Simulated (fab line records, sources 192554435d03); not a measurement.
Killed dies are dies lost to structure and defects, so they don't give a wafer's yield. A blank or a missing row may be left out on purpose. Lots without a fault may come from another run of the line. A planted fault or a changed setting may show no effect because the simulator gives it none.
Split-lot experiment | flow n5_finfet | 7 lots, 21 wafers read, on a route of 1938 steps

THE SPLIT
At N5_HKMG_FIN_COAT_41 (time 60 s, resist thk 300 nm), the setting spin_rpm was moved away from the recipe's 1500 rpm on 7 of the 21 wafers read, by -9.0% to +7.3%. The other wafers ran this setting at the recipe's value.

The reading is taken at the split's own step.

THE READING
SOC_of_HKMG_FIN_COAT_41.thk_nm (the simulator's own value, which no gauge read), in nm, at N5_HKMG_FIN_COAT_41 (time 60 s, resist thk 300 nm). The file gives no usual value for it. The 14 wafers here that ran the recipe average 299.7 nm, standard deviation 0.57 nm.

wafer  | tool, chamber at the split | spin_rpm as run, rpm | against the recipe | SOC_of_HKMG_FIN_COAT_41.thk_nm, nm | against lot-mates on the recipe
L077.1 | litho_track-03, 0          | 1500                 | recipe             | 299.4                              | -
L077.4 | litho_track-03, 0          | 1581                 | +5.4%              | 290.6                              | -8.6
L077.6 | litho_track-03, 0          | 1500                 | recipe             | 299                                | -
L079.3 | litho_track-03, 0          | 1500                 | recipe             | 299.4                              | -
L079.5 | litho_track-03, 0          | 1500                 | recipe             | 299.2                              | -
L079.6 | litho_track-03, 0          | 1500                 | recipe             | 299.6                              | -
L080.2 | litho_track-03, 0          | 1610                 | +7.3%              | 289.6                              | -10.4
L080.3 | litho_track-03, 0          | 1610                 | +7.3%              | 289.4                              | -10.6
L080.4 | litho_track-03, 0          | 1500                 | recipe             | 300                                | -
L083.3 | litho_track-03, 0          | 1500                 | recipe             | 299                                | -
L083.4 | litho_track-03, 0          | 1448                 | -3.5%              | 305                                | +5.6
L083.5 | litho_track-03, 0          | 1500                 | recipe             | 299.8                              | -
L085.1 | litho_track-01, 0          | 1500                 | recipe             | 300.4                              | -
L085.6 | litho_track-01, 0          | 1500                 | recipe             | 300.4                              | -
L085.5 | litho_track-01, 0          | 1500                 | recipe             | 300.2                              | -
L088.1 | litho_track-03, 0          | 1365                 | -9.0%              | 314                                | +13.2
L088.5 | litho_track-03, 0          | 1500                 | recipe             | 300.8                              | -
L088.6 | litho_track-03, 0          | 1365                 | -9.0%              | 315.4                              | +14.6
L090.1 | litho_track-04, 0          | 1560                 | +4.0%              | 294.4                              | -5.1
L090.3 | litho_track-04, 0          | 1500                 | recipe             | 300                                | -
L090.4 | litho_track-04, 0          | 1500                 | recipe             | 299                                | -

THE FIT
A straight line over all 21 wafers: SOC_of_HKMG_FIN_COAT_41.thk_nm changes by -1.56 nm for each +1% of spin_rpm; r = -0.99; the points scatter about the line by 0.75 nm.
The same after taking each lot's own level away (the mean of its wafers on the recipe; 21 wafers): -1.5 nm for each +1%; r = -1.00; scatter 0.44 nm.
On that fit, the largest move of spin_rpm shifts the reading by 14 nm.
The lots' own levels span 299.20 to 300.80 nm, that is 2.8 times the standard deviation above.
So the lot-to-lot level changes the slope little: the two slopes agree.
Check: with one of the wafers moved furthest among these (-9.0%) left out of the fit, the line predicts +13.8 nm for it against its lot-mates. It came out at +13.2 nm against them.

OTHER SPLITS ON THESE WAFERS
These wafers also went through other splits before the reading. Each is held against what the fit with the lots' levels taken away leaves over:
other split on the same wafers | wafers away from the commonest value | r with SOC_of_HKMG_FIN_COAT_41.thk_nm (lot level and that fit taken away)
N5_DUMMY_GATE_ETCH_37 source_w | 9                                    | +0.17
N5_SD_EPI_P_COAT_35 spin_rpm   | 7                                    | -0.30
N5_SD_EPI_P_ETCH_37 source_w   | 6                                    | +0.27

THE FILE'S OWN FIT
SOC_of_HKMG_FIN_COAT_41.thk_nm changes by -1.5 nm for each +1% of spin_rpm, r = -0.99.
